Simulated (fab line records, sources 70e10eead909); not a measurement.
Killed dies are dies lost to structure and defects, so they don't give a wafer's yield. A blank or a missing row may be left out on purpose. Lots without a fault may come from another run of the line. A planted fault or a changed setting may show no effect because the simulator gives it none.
Chamber matching | flow nand_harc | NHARC_A_STAIRCASE_TRIM_20 on rie_diel-07: 4 sister chambers
The step chemistry O2, time 211.2 s. 4 wafers are shown with their chamber, then 7 later ones without.

WAFERS WITH THEIR CHAMBER
wafer  | chamber | drypump_motor_current_A (A)
L084.2 | 0       | 5.8
L084.6 | 3       | 6.3
L091.1 | 2       | 6.0
L091.2 | 1       | 5.8

WAFERS WITHOUT THEIR CHAMBER
wafer  | drypump_motor_current_A (A)
L091.3 | 6.2
L092.1 | 6.0
L092.3 | 5.8
L092.4 | 6.3
L093.1 | 5.8
L093.2 | 5.8
L093.4 | 5.9

WHICH CHAMBER EACH WENT THROUGH
wafer  | from the rows above          | in truth
L091.3 | can't be placed: 3 or 2      | 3
L092.1 | 2                            | 2
L092.3 | can't be placed: 0 or 1      | 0
L092.4 | 3                            | 3
L093.1 | can't be placed: 0 or 1      | 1
L093.2 | can't be placed: 0 or 1      | 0
L093.4 | can't be placed: 2 or 0 or 1 | 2
Placed correctly: 2 of 7. Can't be placed from these rows: 5 (the true chamber is among the candidates in 5). Placed wrongly: 0.
How it was worked out, from the rows above alone: a wafer's distance from a chamber is the root of the sum, over the readings, of the square of ((its reading less the chamber's mean) divided by the reading's scatter). The wafer belongs to the nearest chamber; if the next one is less than 2 further off, it can't be placed. A chamber's mean is the mean of its shown wafers. The scatter: with one shown wafer a chamber, the root of the mean of the squares of how far each hidden wafer lies from its nearest shown one.
